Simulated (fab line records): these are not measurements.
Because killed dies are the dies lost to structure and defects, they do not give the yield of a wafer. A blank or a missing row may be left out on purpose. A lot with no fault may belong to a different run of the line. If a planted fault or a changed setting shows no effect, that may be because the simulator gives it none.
Chamber matching :: flow nand-harc :: NHARC_A_STAIRCASE_DESCUM_168 on rie-diel-01: 4 sister chambers
The step chemistry O2, time 3 s. 4 wafers are shown with their chamber, then 10 later ones without.

## WAFERS, EACH WITH ITS CHAMBER
wafer: L077.6
chamber: 2
showerhead-plenum-p-Torr (Torr): 1.90

wafer: L083.5
chamber: 3
showerhead-plenum-p-Torr (Torr): 1.96

wafer: L086.2
chamber: 1
showerhead-plenum-p-Torr (Torr): 1.92

wafer: L086.3
chamber: 0
showerhead-plenum-p-Torr (Torr): 2.06

## WAFERS WHOSE CHAMBER IS MISSING
wafer: L086.4
showerhead-plenum-p-Torr (Torr): 1.89

wafer: L084.1
showerhead-plenum-p-Torr (Torr): 1.92

wafer: L084.2
showerhead-plenum-p-Torr (Torr): 1.96

wafer: L084.5
showerhead-plenum-p-Torr (Torr): 1.89

wafer: L087.1
showerhead-plenum-p-Torr (Torr): 1.92

wafer: L087.2
showerhead-plenum-p-Torr (Torr): 1.96

wafer: L087.3
showerhead-plenum-p-Torr (Torr): 1.89

wafer: L091.3
showerhead-plenum-p-Torr (Torr): 1.89

wafer: L091.4
showerhead-plenum-p-Torr (Torr): 1.92

wafer: L091.6
showerhead-plenum-p-Torr (Torr): 1.96

## EACH ONE'S CHAMBER
wafer: L086.4
from the rows above: 2
in truth: 2

wafer: L084.1
from the rows above: 1
in truth: 1

wafer: L084.2
from the rows above: 3
in truth: 3

wafer: L084.5
from the rows above: 2
in truth: 2

wafer: L087.1
from the rows above: 1
in truth: 1

wafer: L087.2
from the rows above: 3
in truth: 3

wafer: L087.3
from the rows above: 2
in truth: 2

wafer: L091.3
from the rows above: 2
in truth: 2

wafer: L091.4
from the rows above: 1
in truth: 1

wafer: L091.6
from the rows above: 3
in truth: 3
Correct placement for 10 of the 10. Can't be placed from these rows: 0. Number placed wrongly: 0.
How it was worked out, from the rows above alone: a wafer's distance from a chamber is the root of the sum, over the readings, of the square of ((its reading less the chamber's mean) divided by the reading's scatter). If the next closest chamber is less than 2 further off than the closest, the wafer can't be placed; otherwise it belongs to the closest. The mean given for a chamber averages the wafers shown for that chamber. The scatter (one wafer shown for each chamber): square how far every hidden wafer sits from the nearest shown wafer, average those squares and take the square root.
